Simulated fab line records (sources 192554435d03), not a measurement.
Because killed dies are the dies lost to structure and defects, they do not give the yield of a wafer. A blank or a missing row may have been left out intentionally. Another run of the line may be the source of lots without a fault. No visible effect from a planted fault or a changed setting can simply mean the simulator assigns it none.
fab line records	flow n5_finfet
record lots=24	wafers=72	last_day=17
route steps=1938 shown BEOL_M10@1520 BEOL_M11@1538
lots that met no fault: taken from a fault-free run of the same line
start_h: start of the lot's first displayed wafer, in hours after the record's first day	wait_h: time in hours since the lot's previous step	" repeats the value in the row above	L1.1+2: one row covering several wafers at once	- value missing, or start not given	* or withheld: withheld	< > ~ a bound
route shown NAME@n: a module of which the file shows steps, and the number in the route of the first	usual: mean/standard deviation of fault-free wafers	same: alike in all rows	chamber/n: place in a boat	sites: readings site by site	_std_site: standard deviation across them	_edge_site: mean of outer sites minus mean of inner sites	radius_mm: for every site, how far away it sits from the centre of the wafer	mask NAME#n: copy n	behind: the last tool/chamber to shape the wafer	hold: cause of the lot's hold/its duration in hours/its outcome	device: the transistor (n, p or np) that didn't switch	end of line: tests run on the same wafers once the route is complete	where a step has no rows: the recipe by itself	killed: not the wafer's yield, but the dies lost to structure and defects at the first sort	map: dies across one wafer; x = killed, . = not, _ = none there
set.NAME: the setting as run; set.NAME@STEP: as run at that earlier step	model.NAME: the simulator's own value behind a step, which no gauge read
route steps across a sampled set of lots; one table per step, one row per wafer
services: from which hour (start_h, from the record's first day; less than 0 if before it) a tool's chamber was out of use, for how many hours, and why
## steps
# step N5_BEOL_M10_CD_MEAS_35
# recipe target_cd_nm=70	polarity=opening
# usual cd_nm=70.2/0.86
lot.wafer	tool	chamber	start_h	wait_h	cd_nm
L074.2	cd_sem-01	-	214.29	0.0	71.2
L074.3	"	-	"	"	70.9
L074.5	"	-	"	"	69.5
L075.3	cd_sem-02	-	214.53	0.0	69.5
L075.4	"	-	"	"	69.6
L075.6	"	-	"	"	68.7
L076.3	cd_sem-03	-	232.70	0.0	69.9
L076.4	"	-	"	"	69.5
L076.6	"	-	"	"	70.1
L077.1	cd_sem-01	-	233.81	0.0	70.2
L077.3	"	-	"	"	69.5
L077.4	"	-	"	"	69.9
L078.1	cd_sem-01	-	241.51	0.0	69.7
L078.3	"	-	"	"	68.9
L078.5	"	-	"	"	70.0
L081.1	cd_sem-02	-	258.18	0.0	69.5
L081.2	"	-	"	"	69.7
L081.3	"	-	"	"	69.9
L079.1	cd_sem-02	-	259.47	0.0	70.3
L079.4	"	-	"	"	71.4
L079.6	"	-	"	"	71.1
L080.1	cd_sem-01	-	261.53	0.0	71.0
L080.2	"	-	"	"	70.9
L080.4	"	-	"	"	70.5
L082.2	cd_sem-02	-	268.49	0.0	70.2
L082.4	"	-	"	"	70.1
L082.6	"	-	"	"	69.3
L083.3	cd_sem-03	-	281.53	0.0	71.8
L083.5	"	-	"	"	71.5
L083.6	"	-	"	"	71.9
L084.3	cd_sem-03	-	289.98	0.0	70.5
L084.4	"	-	"	"	71.8
L084.5	"	-	"	"	70.4
L085.3	cd_sem-03	-	292.51	0.0	70.7
L085.5	"	-	"	"	70.2
L085.6	"	-	"	"	70.8
L086.2	cd_sem-03	-	299.03	0.0	70.4
L086.3	"	-	"	"	70.3
L086.5	"	-	"	"	71.2
L088.3	cd_sem-02	-	305.37	0.0	69.6
L088.4	"	-	"	"	70.0
L088.6	"	-	"	"	71.1
L087.2	cd_sem-02	-	311.64	0.0	68.9
L087.3	"	-	"	"	69.9
L087.4	"	-	"	"	70.6
L089.4	cd_sem-03	-	315.67	0.0	71.0
L089.5	"	-	"	"	70.2
L089.6	"	-	"	"	70.4
L091.1	cd_sem-02	-	321.81	0.0	71.3
L091.2	"	-	"	"	71.2
L091.5	"	-	"	"	70.6
L090.3	cd_sem-03	-	324.94	0.0	69.3
L090.4	"	-	"	"	68.6
L090.5	"	-	"	"	69.1
L093.1	cd_sem-02	-	339.27	0.0	69.0
L093.2	"	-	"	"	69.8
L093.3	"	-	"	"	69.8
L092.1	cd_sem-03	-	339.44	0.0	69.2
L092.2	"	-	"	"	69.6
L092.3	"	-	"	"	68.7
L095.1	cd_sem-03	-	347.01	0.0	71.1
L095.2	"	-	"	"	70.7
L095.3	"	-	"	"	70.6
L097.1	cd_sem-02	-	347.51	0.0	69.1
L097.3	"	-	"	"	68.9
L097.6	"	-	"	"	70.5
L094.2	cd_sem-01	-	349.61	0.0	70.3
L094.4	"	-	"	"	70.6
L094.5	"	-	"	"	70.7
L096.2	cd_sem-02	-	350.04	0.0	71.2
L096.3	"	-	"	"	71.3
L096.4	"	-	"	"	70.5
# step N5_BEOL_M10_CURE_72
# recipe temp_c=370	time_s=120	ambient=DMADMS/He	material=SiCOH_lowk
# usual lamp_power_pct=52.31/0.052	wafer_temp_C_max=371.5/0.46
lot.wafer	tool	chamber	start_h	wait_h	lamp_power_pct	wafer_temp_C_max
L074.2	uv_cure-02	2	214.38	0.1	52.41	371.4
L074.3	"	2	"	"	52.35	371.3
L074.5	"	2	"	"	52.31	372.1
L075.3	uv_cure-02	2	214.73	0.2	52.33	371.7
L075.4	"	2	"	"	52.32	371.5
L075.6	"	2	"	"	52.34	371.2
L076.3	uv_cure-03	1	232.85	0.1	52.39	370.4
L076.4	"	1	"	"	52.38	370.9
L076.6	"	1	"	"	52.26	370.8
L077.1	uv_cure-01	0	233.85	0.0	52.31	371.2
L077.3	"	0	"	"	52.31	371.5
L077.4	"	0	"	"	52.25	371.8
L078.1	uv_cure-01	1	241.55	0.0	52.26	371.5
L078.3	"	1	"	"	52.30	371.4
L078.5	"	1	"	"	52.25	372.8
L081.1	uv_cure-02	0	258.23	0.0	52.37	372.2
L081.2	"	0	"	"	52.33	371.9
L081.3	"	0	"	"	52.34	371.3
L079.1	uv_cure-02	0	259.51	0.0	52.30	371.8
L079.4	"	0	"	"	52.34	371.8
L079.6	"	0	"	"	52.30	371.6
L080.1	uv_cure-02	1	261.57	0.0	52.36	371.1
L080.2	"	1	"	"	52.29	371.6
L080.4	"	1	"	"	52.26	371.6
L082.2	uv_cure-01	0	268.74	0.3	52.32	371.4
L082.4	"	0	"	"	52.31	371.2
L082.6	"	0	"	"	52.34	370.9
L083.3	uv_cure-01	1	281.85	0.3	52.37	371.7
L083.5	"	1	"	"	52.26	371.6
L083.6	"	1	"	"	52.29	371.6
L084.3	uv_cure-03	1	290.12	0.1	52.30	371.1
L084.4	"	1	"	"	52.36	370.9
L084.5	"	1	"	"	52.29	370.6
L085.3	uv_cure-03	1	292.80	0.3	52.25	371.4
L085.5	"	1	"	"	52.28	371.0
L085.6	"	1	"	"	52.33	371.0
L086.2	uv_cure-02	2	299.12	0.1	52.24	372.0
L086.3	"	2	"	"	52.37	372.2
L086.5	"	2	"	"	52.32	372.0
L088.3	uv_cure-01	0	305.51	0.1	52.41	371.6
L088.4	"	0	"	"	52.27	370.8
L088.6	"	0	"	"	52.27	371.0
L087.2	uv_cure-02	2	311.73	0.1	52.37	371.4
L087.3	"	2	"	"	52.37	371.8
L087.4	"	2	"	"	52.31	371.1
L089.4	uv_cure-01	0	316.02	0.3	52.40	371.1
L089.5	"	0	"	"	52.26	371.6
L089.6	"	0	"	"	52.24	371.5
L091.1	uv_cure-03	2	321.92	0.1	52.25	371.4
L091.2	"	2	"	"	52.31	371.7
L091.5	"	2	"	"	52.30	371.3
L090.3	uv_cure-01	1	325.07	0.1	52.31	371.9
L090.4	"	1	"	"	52.35	371.7
L090.5	"	1	"	"	52.46	371.6
L093.1	uv_cure-03	2	339.39	0.1	52.39	371.7
L093.2	"	2	"	"	52.35	371.4
L093.3	"	2	"	"	52.24	370.7
L092.1	uv_cure-03	1	339.69	0.3	52.33	371.2
L092.2	"	1	"	"	52.33	371.0
L092.3	"	1	"	"	52.33	371.0
L095.1	uv_cure-02	1	347.05	0.0	52.36	371.1
L095.2	"	1	"	"	52.29	372.4
L095.3	"	1	"	"	52.35	371.6
L097.1	uv_cure-03	0	347.56	0.0	52.22	371.2
L097.3	"	0	"	"	52.32	372.5
L097.6	"	0	"	"	52.38	372.1
L094.2	uv_cure-02	2	349.70	0.1	52.28	372.1
L094.4	"	2	"	"	52.34	371.4
L094.5	"	2	"	"	52.29	371.7
L096.2	uv_cure-03	1	350.39	0.3	52.30	371.1
L096.3	"	1	"	"	52.30	370.8
L096.4	"	1	"	"	52.24	371.4
# step N5_BEOL_M10_DEP_56
# recipe material=SiCN	target_thk_a=150	temp_c=withheld	precursor=3MS/NH3	pressure_torr=3	rf_w=202	time_s=26.5
# usual showerhead_plenum_p_Torr=3.665/0.012	showerhead_vpp_V=870/51	throttle_valve_pct=9.3/0.54
lot.wafer	tool	chamber	start_h	wait_h	showerhead_plenum_p_Torr	showerhead_vpp_V	throttle_valve_pct
L074.2	pecvd-04	1	216.68	0.0	3.688	931	10.3
L074.3	"	2	"	"	3.675	798	9.1
L074.5	"	2	"	"	3.670	800	9.0
L075.3	pecvd-03	2	216.76	0.0	3.655	852	8.3
L075.4	"	2	"	"	3.660	859	8.6
L075.6	"	1	"	"	3.670	862	10.0
L076.3	pecvd-03	1	235.67	0.0	3.655	861	9.8
L076.4	"	2	"	"	3.656	862	8.3
L076.6	"	1	"	"	3.649	853	9.3
L077.1	pecvd-01	0	236.82	0.0	3.648	963	8.9
L077.3	"	2	"	"	3.663	854	9.4
L077.4	"	2	"	"	3.669	875	9.5
L078.1	pecvd-03	0	243.93	0.0	3.672	926	8.8
L078.3	"	1	"	"	3.647	870	9.6
L078.5	"	2	"	"	3.670	872	8.3
L081.1	pecvd-04	0	260.15	0.0	3.644	837	9.1
L081.2	"	1	"	"	3.681	918	10.3
L081.3	"	2	"	"	3.668	809	8.8
L079.1	pecvd-04	1	263.60	0.0	3.686	925	10.5
L079.4	"	2	"	"	3.664	797	9.1
L079.6	"	0	"	"	3.656	839	9.2
L080.1	pecvd-03	0	263.89	0.0	3.668	938	9.4
L080.2	"	1	"	"	3.661	855	9.8
L080.4	"	1	"	"	3.665	837	9.5
L082.2	pecvd-04	0	270.76	0.0	3.657	842	9.1
L082.4	"	0	"	"	3.655	835	9.2
L082.6	"	1	"	"	3.683	925	10.2
L083.3	pecvd-04	1	284.32	0.0	3.682	935	10.4
L083.5	"	1	"	"	3.686	924	10.2
L083.6	"	0	"	"	3.662	820	9.3
L084.3	pecvd-04	1	292.57	0.0	3.691	939	9.9
L084.4	"	1	"	"	3.681	918	10.1
L084.5	"	2	"	"	3.652	807	8.7
L085.3	pecvd-04	0	295.31	0.0	3.652	823	9.1
L085.5	"	0	"	"	3.656	835	9.1
L085.6	"	2	"	"	3.669	797	9.1
L086.2	pecvd-03	2	301.92	0.0	3.659	863	8.5
L086.3	"	1	"	"	3.662	867	9.4
L086.5	"	2	"	"	3.664	870	8.6
L088.3	pecvd-01	2	308.46	0.0	3.657	851	9.8
L088.4	"	0	"	"	3.635	957	8.6
L088.6	"	1	"	"	3.662	844	9.0
L087.2	pecvd-01	2	314.05	0.0	3.675	866	9.6
L087.3	"	1	"	"	3.659	843	9.1
L087.4	"	1	"	"	3.659	845	9.1
L089.4	pecvd-01	2	318.32	0.0	3.660	875	9.8
L089.5	"	0	"	"	3.648	949	8.7
L089.6	"	1	"	"	3.655	847	9.1
L091.1	pecvd-01	1	325.69	0.0	3.662	835	9.1
L091.2	"	0	"	"	3.637	950	8.7
L091.5	"	0	"	"	3.639	944	8.6
L090.3	pecvd-03	1	327.08	0.0	3.662	866	9.5
L090.4	"	2	"	"	3.670	860	8.8
L090.5	"	1	"	"	3.665	858	9.8
L093.1	pecvd-03	0	341.47	0.0	3.674	937	9.2
L093.2	"	1	"	"	3.665	850	9.6
L093.3	"	2	"	"	3.661	860	8.4
L092.1	pecvd-04	1	341.93	0.0	3.683	932	10.1
L092.2	"	2	"	"	3.669	807	9.3
L092.3	"	0	"	"	3.658	824	9.2
L095.1	pecvd-04	0	348.92	0.0	3.660	841	9.2
L095.2	"	1	"	"	3.671	934	9.9
L095.3	"	2	"	"	3.682	799	9.1
L097.1	pecvd-01	2	349.88	0.0	3.672	844	9.5
L097.3	"	1	"	"	3.659	825	9.3
L097.6	"	1	"	"	3.659	823	9.5
L094.2	pecvd-04	1	351.94	0.0	3.683	921	10.1
L094.4	"	1	"	"	3.683	937	10.2
L094.5	"	2	"	"	3.671	801	9.1
L096.2	pecvd-04	0	354.72	0.0	3.645	820	9.4
L096.3	"	1	"	"	3.671	918	10.3
L096.4	"	2	"	"	3.674	798	8.9
# step N5_BEOL_M11_THK_MEAS_01
# recipe reads=SiCOH_lowk_of_BEOL_M11_ILD_DEP_00
# usual M11_ILD_THK=268/3.7
lot.wafer	tool	chamber	start_h	wait_h	M11_ILD_THK[nm]
L074.2	film_metro-02	-	217.41	0.4	264
L074.3	"	-	"	"	266
L074.5	"	-	"	"	270
L075.3	film_metro-02	-	217.49	0.3	263
L075.4	"	-	"	"	266
L075.6	"	-	"	"	266
L076.3	film_metro-02	-	236.40	0.3	264
L076.4	"	-	"	"	270
L076.6	"	-	"	"	270
L077.1	film_metro-02	-	237.57	0.4	272
L077.3	"	-	"	"	273
L077.4	"	-	"	"	269
L078.1	film_metro-02	-	244.68	0.4	260
L078.3	"	-	"	"	270
L078.5	"	-	"	"	266
L081.1	film_metro-01	-	261.36	0.8	268
L081.2	"	-	"	"	266
L081.3	"	-	"	"	269
L079.1	film_metro-02	-	264.45	0.4	265
L079.4	"	-	"	"	267
L079.6	"	-	"	"	269
L080.1	film_metro-01	-	265.10	0.8	269
L080.2	"	-	"	"	260
L080.4	"	-	"	"	271
L082.2	film_metro-01	-	271.48	0.4	266
L082.4	"	-	"	"	273
L082.6	"	-	"	"	269
L083.3	film_metro-01	-	285.14	0.3	268
L083.5	"	-	"	"	271
L083.6	"	-	"	"	270
L084.3	film_metro-02	-	293.81	0.3	264
L084.4	"	-	"	"	273
L084.5	"	-	"	"	272
L085.3	film_metro-01	-	296.03	0.3	267
L085.5	"	-	"	"	266
L085.6	"	-	"	"	268
L086.2	film_metro-01	-	302.65	0.4	261
L086.3	"	-	"	"	262
L086.5	"	-	"	"	267
L088.3	film_metro-02	-	309.19	0.3	270
L088.4	"	-	"	"	272
L088.6	"	-	"	"	271
L087.2	film_metro-01	-	314.78	0.4	264
L087.3	"	-	"	"	262
L087.4	"	-	"	"	263
L089.4	film_metro-01	-	319.31	0.2	268
L089.5	"	-	"	"	270
L089.6	"	-	"	"	273
L091.1	film_metro-01	-	326.42	0.4	262
L091.2	"	-	"	"	264
L091.5	"	-	"	"	266
L090.3	film_metro-01	-	327.81	0.3	268
L090.4	"	-	"	"	270
L090.5	"	-	"	"	272
L093.1	film_metro-02	-	342.23	0.4	274
L093.2	"	-	"	"	266
L093.3	"	-	"	"	273
L092.1	film_metro-01	-	342.74	0.4	269
L092.2	"	-	"	"	267
L092.3	"	-	"	"	266
L095.1	film_metro-01	-	349.65	0.4	267
L095.2	"	-	"	"	268
L095.3	"	-	"	"	269
L097.1	film_metro-02	-	351.06	0.4	265
L097.3	"	-	"	"	259
L097.6	"	-	"	"	264
L094.2	film_metro-01	-	352.67	0.4	259
L094.4	"	-	"	"	269
L094.5	"	-	"	"	266
L096.2	film_metro-01	-	355.47	0.4	262
L096.3	"	-	"	"	264
L096.4	"	-	"	"	266
# step N5_BEOL_M11_CD_MEAS_18
# recipe pitch_nm=140	target_cd_nm=70
# usual cd_nm=70.0/0.57
lot.wafer	tool	chamber	start_h	wait_h	cd_nm
L074.2	cd_sem-01	-	220.02	0.1	70.1
L074.3	"	-	"	"	69.8
L074.5	"	-	"	"	70.2
L075.3	cd_sem-01	-	220.19	0.1	69.7
L075.4	"	-	"	"	71.1
L075.6	"	-	"	"	70.5
L076.3	cd_sem-02	-	238.61	0.1	70.2
L076.4	"	-	"	"	70.8
L076.6	"	-	"	"	70.1
L077.1	cd_sem-02	-	239.26	0.0	70.4
L077.3	"	-	"	"	69.8
L077.4	"	-	"	"	69.8
L078.1	cd_sem-03	-	247.07	0.0	70.1
L078.3	"	-	"	"	70.5
L078.5	"	-	"	"	70.0
L081.1	cd_sem-02	-	263.35	0.1	70.1
L081.2	"	-	"	"	69.7
L081.3	"	-	"	"	69.8
L079.1	cd_sem-03	-	266.94	0.0	70.4
L079.4	"	-	"	"	69.6
L079.6	"	-	"	"	70.2
L080.1	cd_sem-02	-	267.02	0.0	69.3
L080.2	"	-	"	"	70.0
L080.4	"	-	"	"	69.5
L082.2	cd_sem-03	-	275.66	0.1	69.4
L082.4	"	-	"	"	69.7
L082.6	"	-	"	"	69.3
L083.3	cd_sem-03	-	287.57	0.1	69.9
L083.5	"	-	"	"	70.1
L083.6	"	-	"	"	69.6
L084.3	cd_sem-03	-	295.56	0.1	69.6
L084.4	"	-	"	"	69.3
L084.5	"	-	"	"	69.1
L085.3	cd_sem-02	-	300.13	0.1	70.1
L085.5	"	-	"	"	70.4
L085.6	"	-	"	"	71.3
L086.2	cd_sem-02	-	304.33	0.1	70.1
L086.3	"	-	"	"	70.9
L086.5	"	-	"	"	70.6
L088.3	cd_sem-02	-	313.05	0.1	69.9
L088.4	"	-	"	"	69.7
L088.6	"	-	"	"	70.6
L087.2	cd_sem-02	-	316.75	0.1	70.2
L087.3	"	-	"	"	69.8
L087.4	"	-	"	"	69.7
L089.4	cd_sem-02	-	320.36	0.1	69.8
L089.5	"	-	"	"	70.0
L089.6	"	-	"	"	70.7
L091.1	cd_sem-03	-	328.24	0.0	69.4
L091.2	"	-	"	"	70.0
L091.5	"	-	"	"	69.6
L090.3	cd_sem-02	-	329.73	0.1	69.4
L090.4	"	-	"	"	69.4
L090.5	"	-	"	"	68.9
L093.1	cd_sem-01	-	344.72	0.0	70.5
L093.2	"	-	"	"	70.3
L093.3	"	-	"	"	69.8
L092.1	cd_sem-02	-	345.05	0.0	69.6
L092.2	"	-	"	"	70.0
L092.3	"	-	"	"	69.6
L095.1	cd_sem-01	-	351.58	0.0	69.9
L095.2	"	-	"	"	70.6
L095.3	"	-	"	"	71.3
L097.1	cd_sem-02	-	352.19	0.0	70.6
L097.3	"	-	"	"	70.2
L097.6	"	-	"	"	70.4
L094.2	cd_sem-02	-	355.50	0.1	69.3
L094.4	"	-	"	"	69.2
L094.5	"	-	"	"	70.5
L096.2	cd_sem-03	-	357.26	0.1	69.9
L096.3	"	-	"	"	69.2
L096.4	"	-	"	"	70.2
# step N5_BEOL_M11_ETCH_65
# recipe chemistry=CF4	target=SiARC	target_depth_a=390	mask_material=CAR-ArF	time_s=65	ion_energy_ev=80	pressure_mtorr=40	source_w=545	bias_w=36	Ar_flow_sccm=100	cf4_flow_sccm=100	ends=cleared
# usual drypump_motor_current_A=5.7/0.4	etch_rf_on_time_s=64.6/1.5	oes_product_au=0.68/0.064	rf_vpp_V=184.3/1	showerhead_plenum_p_Torr=2.15/0.052	throttle_valve_pct=15.70/0.28
lot.wafer	tool	chamber	start_h	wait_h	drypump_motor_current_A	etch_rf_on_time_s	oes_product_au	rf_hours_counter_h	rf_vpp_V	showerhead_plenum_p_Torr	throttle_valve_pct
L074.2	rie_diel-05	1	220.44	0.0	5.9	64.1	0.73	51	183.6	2.10	15.42
L074.3	"	3	"	"	5.8	65.6	0.63	183	183.3	2.22	16.02
L074.5	"	3	"	"	5.8	66.1	0.63	-	187.5	2.22	16.01
L075.3	rie_diel-04	3	220.85	0.0	5.4	63.7	0.76	43	184.8	2.17	15.36
L075.4	"	2	"	"	5.3	63.3	0.79	-	185.3	2.19	15.26
L075.6	"	0	"	"	5.4	62.7	0.67	-	183.3	2.06	15.56
L076.3	rie_diel-04	2	240.86	0.0	5.2	63.2	0.78	22	184.3	2.19	15.28
L076.4	"	1	"	"	6.4	63.7	0.73	62	183.8	2.16	15.65
L076.6	"	3	"	"	5.4	63.4	0.75	-	184.4	2.17	15.36
L077.1	rie_diel-02	3	241.08	0.0	5.7	64.5	0.58	262	185.0	2.10	16.01
L077.3	"	2	"	"	6.0	66.5	0.62	162	183.1	2.15	16.03
L077.4	"	2	"	"	6.0	66.3	0.62	-	184.4	2.15	16.02
L078.1	rie_diel-05	2	247.69	0.0	5.9	64.0	0.67	121	185.6	2.15	15.69
L078.3	"	0	"	"	5.0	65.7	0.66	148	184.0	2.14	15.97
L078.5	"	3	"	"	5.8	67.7	0.61	-	183.5	2.22	16.05
L081.1	rie_diel-05	0	264.67	0.0	5.0	65.2	0.67	152	184.9	2.14	15.99
L081.2	"	3	"	"	5.9	66.7	0.62	196	184.3	2.22	16.05
L081.3	"	2	"	"	5.9	63.4	0.67	127	183.9	2.15	15.69
L079.1	rie_diel-05	3	267.61	0.0	5.8	67.2	0.61	198	185.2	2.22	16.06
L079.4	"	1	"	"	5.9	65.5	0.70	67	183.5	2.10	15.47
L079.6	"	2	"	"	5.9	63.1	0.67	-	185.4	2.15	15.68
L080.1	rie_diel-02	2	267.79	0.0	5.9	66.0	0.61	172	184.9	2.15	16.06
L080.2	"	3	"	"	5.7	64.7	0.56	273	184.7	2.09	16.03
L080.4	"	3	"	"	5.7	65.1	0.57	-	181.8	2.09	16.05
L082.2	rie_diel-04	0	277.98	0.0	5.4	61.3	0.66	157	182.8	2.05	15.59
L082.4	"	2	"	"	5.3	61.9	0.77	32	184.3	2.19	15.29
L082.6	"	0	"	"	5.4	61.8	0.65	-	181.8	2.06	15.58
L083.3	rie_diel-02	2	289.43	0.0	6.0	66.5	0.61	180	184.2	2.14	16.05
L083.5	"	3	"	"	5.7	65.8	0.55	-	184.0	2.09	16.03
L083.6	"	2	"	"	5.9	66.6	0.61	-	184.1	2.14	16.06
L084.3	rie_diel-05	0	298.12	0.0	5.0	65.6	0.65	162	185.0	2.14	16.01
L084.4	"	3	"	"	5.8	67.8	0.60	207	185.0	2.22	16.08
L084.5	"	2	"	"	5.9	63.8	0.66	-	183.7	2.15	15.71
L085.3	rie_diel-05	1	301.58	0.0	5.9	65.5	0.69	77	182.4	2.10	15.50
L085.5	"	3	"	"	5.8	66.8	0.61	-	183.7	2.22	16.09
L085.6	"	0	"	"	5.0	65.4	0.64	-	184.4	2.14	16.01
L086.2	rie_diel-02	1	305.64	0.0	6.3	66.3	0.78	13	184.4	2.26	15.36
L086.3	"	0	"	"	6.1	65.2	0.80	4	184.8	2.19	15.48
L086.5	"	1	"	"	6.3	66.5	0.79	-	185.2	2.26	15.35
L088.3	rie_diel-04	1	314.91	0.0	6.4	63.2	0.71	81	185.7	2.16	15.70
L088.4	"	2	"	"	5.2	62.8	0.76	43	183.4	2.18	15.33
L088.6	"	2	"	"	5.3	62.7	0.74	-	185.1	2.18	15.32
L087.2	rie_diel-05	2	317.29	0.0	5.9	63.9	0.66	143	184.4	2.15	15.73
L087.3	"	3	"	"	5.9	67.4	0.60	212	185.1	2.21	16.08
L087.4	"	0	"	"	5.0	66.1	0.64	167	183.2	2.13	16.02
L089.4	rie_diel-04	3	321.19	0.0	5.4	64.2	0.71	73	183.9	2.16	15.41
L089.5	"	2	"	"	5.3	62.9	0.75	-	183.3	2.18	15.34
L089.6	"	3	"	"	5.4	64.4	0.71	-	184.5	2.16	15.42
L091.1	rie_diel-04	3	329.81	0.0	5.4	64.2	0.72	76	184.9	2.16	15.42
L091.2	"	2	"	"	5.2	63.5	0.74	49	184.7	2.18	15.34
L091.5	"	0	"	"	5.4	62.5	0.65	-	184.3	2.05	15.64
L090.3	rie_diel-05	2	330.15	0.0	5.9	63.4	0.66	147	183.8	2.14	15.72
L090.4	"	0	"	"	5.0	64.8	0.65	173	184.1	2.13	16.02
L090.5	"	1	"	"	5.8	65.0	0.69	-	183.7	2.09	15.50
L093.1	rie_diel-04	2	346.50	0.0	5.3	62.7	0.74	54	185.1	2.18	15.33
L093.2	"	1	"	"	6.4	63.8	0.70	92	182.7	2.15	15.73
L093.3	"	3	"	"	5.4	65.3	0.70	81	184.3	2.16	15.43
L092.1	rie_diel-02	2	346.92	0.0	6.0	65.5	0.59	201	183.7	2.14	16.09
L092.2	"	0	"	"	6.1	64.9	0.75	19	183.3	2.18	15.52
L092.3	"	3	"	"	5.7	63.0	0.83	10	183.7	2.09	15.52
L095.1	rie_diel-05	3	353.56	0.0	5.8	66.7	0.60	225	185.6	2.21	16.11
L095.2	"	1	"	"	5.8	65.7	0.68	93	182.6	2.09	15.52
L095.3	"	2	"	"	5.9	63.6	0.65	155	183.8	2.14	15.74
L097.1	rie_diel-02	1	355.07	0.0	6.3	66.7	0.76	29	185.2	2.25	15.39
L097.3	"	0	"	"	6.1	64.6	0.75	22	184.1	2.18	15.53
L097.6	"	0	"	"	6.1	64.3	0.76	-	183.7	2.18	15.54
L094.2	rie_diel-04	1	356.33	0.0	6.4	63.6	0.70	94	184.1	2.15	15.73
L094.4	"	2	"	"	5.2	63.0	0.74	56	184.4	2.18	15.35
L094.5	"	0	"	"	5.4	62.7	0.64	-	183.6	2.05	15.63
L096.2	rie_diel-05	2	357.80	0.0	6.0	64.1	0.64	156	184.2	2.14	15.74
L096.3	"	3	"	"	5.8	66.8	0.60	226	185.7	2.21	16.11
L096.4	"	1	"	"	5.8	65.4	0.68	95	183.8	2.09	15.53
## services
tool	chamber	start_h	hours	kind
pecvd-01	-	192.68	0.7	repair
uv_cure-01	-	207.63	14.6	pm
pecvd-03	2	211.12	2.1	scheduled_down
pecvd-03	-	218.46	1.1	repair
rie_diel-05	2	233.75	3.4	repair
uv_cure-03	-	234.40	1.0	pm
pecvd-04	1	237.00	5.5	scheduled_down
rie_diel-02	1	255.03	-	clean
rie_diel-02	1	255.03	-	consumable_replace:focus_ring
rie_diel-02	1	255.03	-	consumable_replace:showerhead
rie_diel-02	1	255.03	15.8	scheduled_down
rie_diel-02	1	255.03	15.8	vent_cycle
rie_diel-02	-	256.05	0.7	repair
rie_diel-02	0	260.26	18.6	repair
uv_cure-01	-	276.62	0.5	repair
uv_cure-03	-	297.98	0.5	repair
pecvd-03	-	304.90	6.0	pm
rie_diel-04	1	309.85	1.3	repair
pecvd-03	2	311.78	4.6	repair
uv_cure-02	-	311.98	9.2	pm
uv_cure-01	-	328.72	28.1	pm
pecvd-01	-	340.44	3.9	repair
pecvd-04	0	345.28	2.1	scheduled_down
uv_cure-01	-	356.82	1.0	pm
## key
fault none
